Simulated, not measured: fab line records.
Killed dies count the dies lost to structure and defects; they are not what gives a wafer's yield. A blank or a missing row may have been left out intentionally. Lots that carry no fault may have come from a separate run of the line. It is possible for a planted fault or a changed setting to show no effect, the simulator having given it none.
Comparing a struck lot with a sound one -- flow n5Finfet -- 14 steps out of a route of 1938
Sound: these wafers, L713.3, L713.5, L713.6. Wafers struck: L707.2, L707.4, L707.5. The cause is given at the end.
At each step with rows: each side's tool, then ch and its chambers, then its first start. Under that, the readings that differ: sound wafers -- struck wafers -- difference of the means -- sigmas: that difference in standard deviations of wafers without a fault.
alike: a reading whose means differ by less than 2 such deviations, as well as words and numbers matching on both sides. not compared: withheld readings; readings where some wafer has no value; bounds like >300 that might hide an equal value; numbers whose values overlap and for which the record gives no deviation.
A row with sigmas, a row that says differs or no value, or rows on one side alone: a step with any of these is where the two part. Non-overlapping numbers with no deviation appear without sigmas and do not part them. A reading missing from all wafers of one side parts the sides only when that side holds two or more wafers.

first, 2 steps without rows for these wafers: N5_FIN_SAQP_PRECLEAN_45 (cleans in dHF, time 10 s); N5_FIN_SAQP_SRD_39 (time 30 s).
N5_FIN_SAQP_OCD_MEAS_76:
  sound on ocd-01 at day 6 07:55; struck on ocd-01 at day 4 20:32
  alike: trenchDepthNm
N5_FIN_SAQP_INSPECT_40: inspects for defects (brightfield).
  sound on defectInspect-01 at day 6 07:56; struck on defectInspect-01 at day 4 20:34
  alike: rawDefectCount
then, 8 steps without rows for these wafers: N5_FIN_CUT_COAT_18 (time 60 s, resist thk 230 nm); N5_FIN_CUT_COAT_19 (time 60 s, resist thk 20 nm); N5_FIN_CUT_COAT_29 (time 60 s, resist thk 10 nm); N5_FIN_CUT_COAT_02 (resist thk 30 nm); N5_FIN_CUT_EBR_04; N5_FIN_CUT_SOFTBAKE_03 (time 60 s); N5_FIN_CUT_EXPOSE_05 (exposes mask FIN CUT); N5_FIN_CUT_PEB_06 (peb time 60 s).
N5_FIN_CUT_DEVELOP_07: develop time 30 s.
  struck on lithoTrack-04, day 4 20:49; sound on lithoTrack-04 ch 0, day 6 08:11
  no value came back on the struck wafers for chillPlateTempC (C), developTimeS (s); on the sound wafers chillPlateTempC (C) reads 23.12 22.98 23.05
reading,sound,struck,difference,sigmas
model.CAR-EUV_of_FIN_CUT_COAT_02.thkNm (nm),29.6 29.6 29.6,30.2 30 30,+0.5,
N5_FIN_CUT_CD_MEAS_08: the cd target is 29.1 nm.
  sound on cdSem-01 ch 0, day 6 08:15; struck on cdSem-02 ch 0, day 4 20:52
reading,sound,struck,difference,sigmas
cdNm (nm),28.95 29.22 28.92,- - -,no value on the struck wafers,

WHERE THEY PART
First at N5_FIN_CUT_DEVELOP_07; last, within this record, at N5_FIN_CUT_CD_MEAS_08.

WHY: what had been put in by the simulator
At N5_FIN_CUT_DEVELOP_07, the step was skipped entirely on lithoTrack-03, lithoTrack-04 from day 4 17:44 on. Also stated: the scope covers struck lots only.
